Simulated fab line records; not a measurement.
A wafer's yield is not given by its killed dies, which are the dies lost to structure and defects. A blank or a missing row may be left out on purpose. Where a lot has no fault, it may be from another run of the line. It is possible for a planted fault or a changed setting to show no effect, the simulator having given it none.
What tool caused it? | flow nand harc | 24 lots with 72 wafers sampled at 6 steps, on a route of 1159 steps

WHAT THE GAUGES SHOWED, per wafer
The record holds no reading of a measuring or inspecting step that can be judged against a usual standard deviation.

EACH LOT AND THE TOOL THAT RAN IT (in order: tool; ch and the chambers of the sampled wafers; start)
lot  | NHARC_A_STAIRCASE_ETCH_23                     | NHARC_A_STAIRCASE_ETCH_27                     | NHARC_A_STAIRCASE_DESCUM_219       | NHARC_A_STAIRCASE_ETCH_225                    | NHARC_A_STAIRCASE_ETCH_236                    | NHARC_A_STAIRCASE_STRIP_238
L075 | rie diel-08 ch 0,2,3, day 11 01:04 or earlier | rie diel-08 ch 0,2,3, day 11 01:04 or earlier | rie diel-11 ch 0,1,3, day 11 01:04 | rie diel-11 ch 0,2,3, day 11 03:47 or earlier | rie diel-09 ch 1,2,3, day 11 03:47 or earlier | plasma asher-01 ch 0,1, day 11 03:47
L074 | rie diel-11 ch 1,2,3, day 11 06:26 or earlier | rie diel-11 ch 0,2,3, day 11 06:26 or earlier | rie diel-11 ch 1,2,3, day 11 06:26 | rie diel-11 ch 0,1,3, day 11 10:00 or earlier | rie diel-08 ch 0,2,3, day 11 10:00 or earlier | plasma asher-01 ch 0,1, day 11 10:00
L076 | rie diel-09 ch 0,3, day 11 14:40 or earlier   | rie diel-09 ch 0,1, day 11 14:40 or earlier   | rie diel-08 ch 0,3, day 11 14:40   | rie diel-08 ch 0,2,3, day 11 17:28 or earlier | rie diel-08 ch 1,2,3, day 11 17:28 or earlier | plasma asher-01 ch 0,1, day 11 17:28
L077 | rie diel-09 ch 1,2,3, day 11 15:01 or earlier | rie diel-09 ch 0,3, day 11 15:01 or earlier   | rie diel-11 ch 0,3, day 11 15:01   | rie diel-11 ch 0,2,3, day 11 19:02 or earlier | rie diel-11 ch 0,3, day 11 19:02 or earlier   | plasma asher-02 ch 0,1, day 11 19:02
L078 | rie diel-11 ch 1,2,3, day 11 22:07 or earlier | rie diel-11 ch 0,2,3, day 11 22:07 or earlier | rie diel-08 ch 0,2,3, day 11 22:07 | rie diel-08 ch 0,1, day 12 00:38 or earlier   | rie diel-09 ch 0,2,3, day 12 00:38 or earlier | plasma asher-02 ch 0,1, day 12 00:38
L079 | rie diel-08 ch 1,2,3, day 12 08:45 or earlier | rie diel-08 ch 1,2,3, day 12 08:45 or earlier | rie diel-11 ch 0,2,3, day 12 08:45 | rie diel-11 ch 0,1,2, day 12 12:15 or earlier | rie diel-11 ch 1,2,3, day 12 12:15 or earlier | plasma asher-02 ch 0,1, day 12 12:15
L081 | rie diel-09 ch 0,2,3, day 12 18:12 or earlier | rie diel-09 ch 0,1,2, day 12 18:12 or earlier | rie diel-09 ch 0,1,3, day 12 18:12 | rie diel-09 ch 1,2,3, day 12 20:29 or earlier | rie diel-08 ch 0,1,3, day 12 20:29 or earlier | plasma asher-02 ch 0,1, day 12 20:29
L080 | rie diel-08 ch 0,1,2, day 12 19:00 or earlier | rie diel-08 ch 0,1,2, day 12 19:00 or earlier | rie diel-11 ch 1,2,3, day 12 19:00 | rie diel-11 ch 0,1,2, day 12 21:10 or earlier | rie diel-09 ch 0,1,2, day 12 21:10 or earlier | plasma asher-02 ch 0,1, day 12 21:10
L082 | rie diel-09 ch 0,2,3, day 13 03:13 or earlier | rie diel-09 ch 0,1,3, day 13 03:13 or earlier | rie diel-09 ch 0,1,3, day 13 03:13 | rie diel-09 ch 0,2,3, day 13 05:25 or earlier | rie diel-08 ch 0,1,3, day 13 05:25 or earlier | plasma asher-01 ch 0,1, day 13 05:25
L083 | rie diel-09 ch 0,1,2, day 13 08:23 or earlier | rie diel-09 ch 0,2,3, day 13 08:23 or earlier | rie diel-09 ch 0,1,2, day 13 08:23 | rie diel-09 ch 1,2,3, day 13 10:33 or earlier | rie diel-09 ch 1,2,3, day 13 10:33 or earlier | plasma asher-02 ch 0,1, day 13 10:33
L084 | rie diel-11 ch 0,1,3, day 13 16:38 or earlier | rie diel-11 ch 0,2, day 13 16:38 or earlier   | rie diel-09 ch 0,2,3, day 13 16:38 | rie diel-09 ch 0,1,3, day 13 18:51 or earlier | rie diel-09 ch 0,1,2, day 13 18:51 or earlier | plasma asher-02 ch 0,1, day 13 18:51
L085 | rie diel-09 ch 2,3, day 14 09:57 or earlier   | rie diel-09 ch 1,3, day 14 09:57 or earlier   | rie diel-09 ch 0,1,3, day 14 09:57 | rie diel-09 ch 1,2,3, day 14 12:16 or earlier | rie diel-09 ch 0,1, day 14 12:16 or earlier   | plasma asher-02 ch 0,1, day 14 12:16
L086 | rie diel-11 ch 2,3, day 14 11:43 or earlier   | rie diel-11 ch 1,2, day 14 11:43 or earlier   | rie diel-08 ch 1,3, day 14 11:43   | rie diel-08 ch 1,2, day 14 14:40 or earlier   | rie diel-09 ch 1,3, day 14 14:40 or earlier   | plasma asher-01 ch 0,1, day 14 14:40
L087 | rie diel-09 ch 0,1,3, day 14 09:48 or earlier | rie diel-09 ch 0,1,2, day 14 09:48 or earlier | rie diel-08 ch 0,1,2, day 14 09:48 | rie diel-08 ch 0,2,3, day 14 12:27 or earlier | rie diel-11 ch 0,1,2, day 14 12:27 or earlier | plasma asher-01 ch 0,1, day 14 12:27
L088 | rie diel-09 ch 2,3, day 14 11:16 or earlier   | rie diel-09 ch 0,2,3, day 14 11:16 or earlier | rie diel-11 ch 0,1,3, day 14 11:16 | rie diel-11 ch 0,1,2, day 14 14:04 or earlier | rie diel-08 ch 2,3, day 14 14:04 or earlier   | plasma asher-01 ch 0,1, day 14 14:04
L089 | rie diel-09 ch 0,2,3, day 14 16:22 or earlier | rie diel-09 ch 0,1,3, day 14 16:22 or earlier | rie diel-08 ch 1,2,3, day 14 16:22 | rie diel-08 ch 0,1,3, day 14 19:07 or earlier | rie diel-08 ch 0,1,2, day 14 19:07 or earlier | plasma asher-02 ch 0,1, day 14 19:07
L090 | rie diel-11 ch 1,2, day 14 17:18 or earlier   | rie diel-11 ch 0,1,3, day 14 17:18 or earlier | rie diel-09 ch 0,1,3, day 14 17:18 | rie diel-09 ch 0,1,3, day 14 19:54 or earlier | rie diel-09 ch 0,3, day 14 19:54 or earlier   | plasma asher-01 ch 0,1, day 14 19:54
L093 | rie diel-11 ch 0,2,3, day 15 14:01 or earlier | rie diel-11 ch 2,3, day 15 14:01 or earlier   | rie diel-09 ch 1,3, day 15 14:01   | rie diel-09 ch 0,1, day 15 16:37 or earlier   | rie diel-09 ch 0,1, day 15 16:37 or earlier   | plasma asher-01 ch 0,1, day 15 16:37
L092 | rie diel-08 ch 0,2, day 15 17:17 or earlier   | rie diel-08 ch 0,2, day 15 17:17 or earlier   | rie diel-09 ch 0,1,3, day 15 17:17 | rie diel-09 ch 1,3, day 15 19:38 or earlier   | rie diel-08 ch 0,1, day 15 19:38 or earlier   | plasma asher-02 ch 0,1, day 15 19:38
L091 | rie diel-09 ch 0,1, day 15 18:58 or earlier   | rie diel-09 ch 0,3, day 15 18:58 or earlier   | rie diel-09 ch 0,3, day 15 18:58   | rie diel-09 ch 0,1, day 15 21:46 or earlier   | rie diel-08 ch 0,2,3, day 15 21:46 or earlier | plasma asher-01 ch 0,1, day 15 21:46
L094 | rie diel-08 ch 0,2,3, day 15 22:57 or earlier | rie diel-08 ch 0,3, day 15 22:57 or earlier   | rie diel-11 ch 2,3, day 15 22:57   | rie diel-11 ch 0,2,3, day 16 02:11 or earlier | rie diel-09 ch 0,2, day 16 02:11 or earlier   | plasma asher-01 ch 0,1, day 16 02:11
L095 | rie diel-11 ch 1,2,3, day 16 08:12 or earlier | rie diel-11 ch 0,1,2, day 16 08:12 or earlier | rie diel-08 ch 0,1,2, day 16 08:12 | rie diel-08 ch 2,3, day 16 11:56 or earlier   | rie diel-09 ch 1,2, day 16 11:56 or earlier   | plasma asher-02 ch 0, day 16 11:56
L096 | rie diel-11 ch 0,1,3, day 16 07:07 or earlier | rie diel-11 ch 0,1,3, day 16 07:07 or earlier | rie diel-09 ch 1,2,3, day 16 07:07 | rie diel-09 ch 1,2,3, day 16 09:41 or earlier | rie diel-09 ch 1,2,3, day 16 09:41 or earlier | plasma asher-02 ch 0,1, day 16 09:41
L097 | rie diel-11 ch 0,2,3, day 16 11:34 or earlier | rie diel-11 ch 0,2,3, day 16 11:34 or earlier | rie diel-08 ch 0,1,2, day 16 11:34 | rie diel-08 ch 0,1,3, day 16 14:48 or earlier | rie diel-09 ch 0,1,2, day 16 14:48 or earlier | plasma asher-02 ch 0,1, day 16 14:48
- NHARC_A_STAIRCASE_ETCH_23: etches the open film in C4F8/O2, target depth 100 nm, time 40.5 s.
- NHARC_A_STAIRCASE_ETCH_27: etches the open film in C4F8/O2, target depth 100 nm, time 40.5 s.
- NHARC_A_STAIRCASE_DESCUM_219: chemistry O2, time 3 s.
- NHARC_A_STAIRCASE_ETCH_225: etches the open film in C4F8/O2, target depth 100 nm, time 40.5 s.
- NHARC_A_STAIRCASE_ETCH_236: etches the open film in C4F8/O2, target depth 100 nm, time 40.5 s.
- NHARC_A_STAIRCASE_STRIP_238: strips in O2.

AS READ BY THE TOOLS THEMSELVES (means over the sampled wafers that have a number; for cases with no such wafer, the mark the record gives instead)
NHARC_A_STAIRCASE_ETCH_23.
lot  | tool        | oes product au (a.u.) | rf fwd power W (W) | rf vpp V (V)
L075 | rie diel-08 | 0.927                 | 589                | 899
L074 | rie diel-11 | 0.956                 | 593                | 894
L076 | rie diel-09 | 0.937                 | 595                | 893
L077 | rie diel-09 | 0.945                 | 591                | 892
L078 | rie diel-11 | 0.954                 | 593                | 895
L079 | rie diel-08 | 0.925                 | 592                | 895
L081 | rie diel-09 | 0.936                 | 594                | 899
L080 | rie diel-08 | 0.928                 | 592                | 897
L082 | rie diel-09 | 0.933                 | 593                | 898
L083 | rie diel-09 | 0.955                 | 591                | 895
L084 | rie diel-11 | 0.943                 | 592                | 895
L085 | rie diel-09 | 0.934                 | 591                | 898
L086 | rie diel-11 | 0.927                 | 593                | 893
L087 | rie diel-09 | 0.937                 | 595                | 898
L088 | rie diel-09 | 0.954                 | 594                | 902
L089 | rie diel-09 | 0.934                 | 593                | 899
L090 | rie diel-11 | 0.948                 | 588                | 898
L093 | rie diel-11 | 0.948                 | 591                | 894
L092 | rie diel-08 | 0.929                 | 590                | 903
L091 | rie diel-09 | 0.938                 | 594                | 896
L094 | rie diel-08 | 0.949                 | 590                | 898
L095 | rie diel-11 | 0.927                 | 591                | 894
L096 | rie diel-11 | 0.933                 | 592                | 896
L097 | rie diel-11 | 0.933                 | 593                | 894

NHARC_A_STAIRCASE_ETCH_27.
lot  | tool        | oes product au (a.u.) | rf fwd power W (W) | rf vpp V (V)
L075 | rie diel-08 | 0.930                 | 591                | 899
L074 | rie diel-11 | 0.935                 | 594                | 894
L076 | rie diel-09 | 0.939                 | 591                | 896
L077 | rie diel-09 | 0.941                 | 594                | 890
L078 | rie diel-11 | 0.934                 | 595                | 894
L079 | rie diel-08 | 0.936                 | 589                | 895
L081 | rie diel-09 | 0.941                 | 590                | 895
L080 | rie diel-08 | 0.936                 | 589                | 898
L082 | rie diel-09 | 0.943                 | 594                | 898
L083 | rie diel-09 | 0.940                 | 592                | 898
L084 | rie diel-11 | 0.922                 | 594                | 898
L085 | rie diel-09 | 0.944                 | 591                | 897
L086 | rie diel-11 | 0.936                 | 592                | 897
L087 | rie diel-09 | 0.938                 | 591                | 896
L088 | rie diel-09 | 0.947                 | 594                | 898
L089 | rie diel-09 | 0.932                 | 593                | 899
L090 | rie diel-11 | 0.929                 | 591                | 896
L093 | rie diel-11 | 0.950                 | 594                | 893
L092 | rie diel-08 | 0.922                 | 592                | 902
L091 | rie diel-09 | 0.943                 | 596                | 902
L094 | rie diel-08 | 0.938                 | 592                | 894
L095 | rie diel-11 | 0.934                 | 591                | 898
L096 | rie diel-11 | 0.936                 | 592                | 895
L097 | rie diel-11 | 0.946                 | 595                | 894

NHARC_A_STAIRCASE_DESCUM_219.
lot  | tool        | drypump motor current A (A) | o2 flow sccm (sccm) | oes product au (a.u.) | rf vpp V (V) | showerhead plenum p Torr (Torr) | throttle valve pct (%)
L075 | rie diel-11 | 6.2                         | 199.9               | 1.000                 | 57.5         | 1.91                            | 11.313
L074 | rie diel-11 | 6.2                         | 199.8               | 0.998                 | 57.3         | 1.90                            | 11.319
L076 | rie diel-08 | 6.0                         | 199.7               | 0.997                 | 56.8         | 1.94                            | 11.303
L077 | rie diel-11 | 6.3                         | 199.7               | 0.988                 | 57.0         | 1.85                            | 11.312
L078 | rie diel-08 | 5.7                         | 200.0               | 0.998                 | 57.5         | 1.97                            | 11.307
L079 | rie diel-11 | 6.1                         | 199.4               | 0.999                 | 58.0         | 1.89                            | 11.309
L081 | rie diel-09 | 5.1                         | 200.1               | 0.993                 | 57.7         | 1.96                            | 11.308
L080 | rie diel-11 | 6.2                         | 200.1               | 1.002                 | 57.4         | 1.89                            | 11.317
L082 | rie diel-09 | 5.1                         | 200.7               | 0.999                 | 58.9         | 1.96                            | 11.306
L083 | rie diel-09 | 5.0                         | 199.4               | 1.000                 | 56.9         | 1.90                            | 11.300
L084 | rie diel-09 | 5.2                         | 200.2               | 1.000                 | 58.5         | 1.96                            | 11.314
L085 | rie diel-09 | 5.2                         | 200.3               | 1.001                 | 58.5         | 1.95                            | 11.321
L086 | rie diel-08 | 5.5                         | 200.1               | 0.997                 | 57.7         | 1.81                            | 11.308
L087 | rie diel-08 | 5.7                         | 200.1               | 1.000                 | 59.5         | 1.94                            | 11.317
L088 | rie diel-11 | 6.2                         | 200.1               | 0.990                 | 57.1         | 1.91                            | 11.305
L089 | rie diel-08 | 5.4                         | 200.1               | 1.005                 | 58.2         | 1.89                            | 11.312
L090 | rie diel-09 | 5.2                         | 200.3               | 0.997                 | 58.1         | 1.95                            | 11.310
L093 | rie diel-09 | 5.3                         | 200.0               | 1.003                 | 58.0         | 2.00                            | 11.305
L092 | rie diel-09 | 5.1                         | 200.2               | 0.997                 | 57.5         | 1.95                            | 11.311
L091 | rie diel-09 | 5.2                         | 200.2               | 0.993                 | 57.6         | 1.95                            | 11.313
L094 | rie diel-11 | 6.3                         | 200.1               | 0.991                 | 57.9         | 1.82                            | 11.316
L095 | rie diel-08 | 5.7                         | 199.8               | 0.998                 | 58.0         | 1.94                            | 11.307
L096 | rie diel-09 | 5.1                         | 200.9               | 1.000                 | 58.7         | 1.94                            | 11.305
L097 | rie diel-08 | 5.7                         | 199.6               | 0.997                 | 57.5         | 1.94                            | 11.316

NHARC_A_STAIRCASE_ETCH_225.
lot  | tool        | oes product au (a.u.) | rf fwd power W (W) | rf vpp V (V)
L075 | rie diel-11 | 0.944                 | 595                | 895
L074 | rie diel-11 | 0.938                 | 592                | 896
L076 | rie diel-08 | 0.944                 | 589                | 899
L077 | rie diel-11 | 0.940                 | 594                | 894
L078 | rie diel-08 | 0.938                 | 591                | 897
L079 | rie diel-11 | 0.931                 | 590                | 898
L081 | rie diel-09 | 0.947                 | 593                | 898
L080 | rie diel-11 | 0.945                 | 592                | 898
L082 | rie diel-09 | 0.950                 | 591                | 898
L083 | rie diel-09 | 0.949                 | 591                | 898
L084 | rie diel-09 | 0.939                 | 593                | 898
L085 | rie diel-09 | 0.948                 | 589                | 899
L086 | rie diel-08 | 0.938                 | 592                | 893
L087 | rie diel-08 | 0.949                 | 592                | 898
L088 | rie diel-11 | 0.936                 | 589                | 898
L089 | rie diel-08 | 0.942                 | 592                | 893
L090 | rie diel-09 | 0.939                 | 593                | 899
L093 | rie diel-09 | 0.937                 | 594                | 896
L092 | rie diel-09 | 0.947                 | 590                | 898
L091 | rie diel-09 | 0.933                 | 592                | 895
L094 | rie diel-11 | 0.943                 | 595                | 893
L095 | rie diel-08 | 0.929                 | 589                | 899
L096 | rie diel-09 | 0.943                 | 592                | 898
L097 | rie diel-08 | 0.923                 | 593                | 893

NHARC_A_STAIRCASE_ETCH_236.
lot  | tool        | oes product au (a.u.) | rf fwd power W (W) | rf vpp V (V)
L075 | rie diel-09 | 0.928                 | 591                | 892
L074 | rie diel-08 | 0.943                 | 590                | 899
L076 | rie diel-08 | 0.933                 | 591                | 895
L077 | rie diel-11 | 0.938                 | 593                | 891
L078 | rie diel-09 | 0.947                 | 594                | 899
L079 | rie diel-11 | 0.931                 | 592                | 894
L081 | rie diel-08 | 0.953                 | 589                | 894
L080 | rie diel-09 | 0.948                 | 592                | 895
L082 | rie diel-08 | 0.930                 | 593                | 893
L083 | rie diel-09 | 0.936                 | 591                | 898
L084 | rie diel-09 | 0.942                 | 590                | 895
L085 | rie diel-09 | 0.946                 | 592                | 894
L086 | rie diel-09 | 0.931                 | 590                | 902
L087 | rie diel-11 | 0.936                 | 592                | 897
L088 | rie diel-08 | 0.935                 | 589                | 900
L089 | rie diel-08 | 0.943                 | 591                | 897
L090 | rie diel-09 | 0.942                 | 594                | 902
L093 | rie diel-09 | 0.941                 | 596                | 894
L092 | rie diel-08 | 0.944                 | 592                | 891
L091 | rie diel-08 | 0.943                 | 591                | 899
L094 | rie diel-09 | 0.949                 | 591                | 895
L095 | rie diel-09 | 0.944                 | 587                | 894
L096 | rie diel-09 | 0.940                 | 592                | 898
L097 | rie diel-09 | 0.924                 | 592                | 894

NHARC_A_STAIRCASE_STRIP_238.
lot  | tool            | drypump motor current A (A) | heater power w (W)
L075 | plasma asher-01 | 5.75                        | 330
L074 | plasma asher-01 | 5.67                        | 346
L076 | plasma asher-01 | 5.66                        | 347
L077 | plasma asher-02 | 5.47                        | 303
L078 | plasma asher-02 | 5.47                        | 294
L079 | plasma asher-02 | 5.51                        | 292
L081 | plasma asher-02 | 5.50                        | 295
L080 | plasma asher-02 | 5.52                        | 294
L082 | plasma asher-01 | 5.67                        | 345
L083 | plasma asher-02 | 5.45                        | 290
L084 | plasma asher-02 | 5.51                        | 287
L085 | plasma asher-02 | 5.48                        | 288
L086 | plasma asher-01 | 5.70                        | 349
L087 | plasma asher-01 | 5.75                        | 330
L088 | plasma asher-01 | 5.75                        | 329
L089 | plasma asher-02 | 5.47                        | 304
L090 | plasma asher-01 | 5.67                        | 340
L093 | plasma asher-01 | 5.66                        | 350
L092 | plasma asher-02 | 5.49                        | 293
L091 | plasma asher-01 | 5.66                        | 350
L094 | plasma asher-01 | 5.67                        | 343
L095 | plasma asher-02 | 5.50                        | 284
L096 | plasma asher-02 | 5.47                        | 292
L097 | plasma asher-02 | 5.48                        | 294

THE ANSWER, worked out from the rows above alone
Rule: the lots themselves supply what counts as usual. Put in order of their means at a reading, lots are off if they are a third of the lots or fewer, leave a main group of 4 or more, and stand apart from it by a gap of 3 or more times the standard deviation of the main group's means; of several such gaps the widest counts. Not used: any main group whose means are identical at the precision the tables above print for the reading. Also off: a lot with no number at a reading for which 4 or more lots have one. The other lots that the step has rows for count as sound. The gauges are gone through in route order, then the tools' own readings, and for those a lot's mean is taken as printed above. The first step at which some lot is off is used, and at that step the reading that is off furthest; a lot without a number counts as furthest.
Nothing can be told from this: no lot is off at any reading shown.

WHAT THE SIMULATOR HAD PUT IN
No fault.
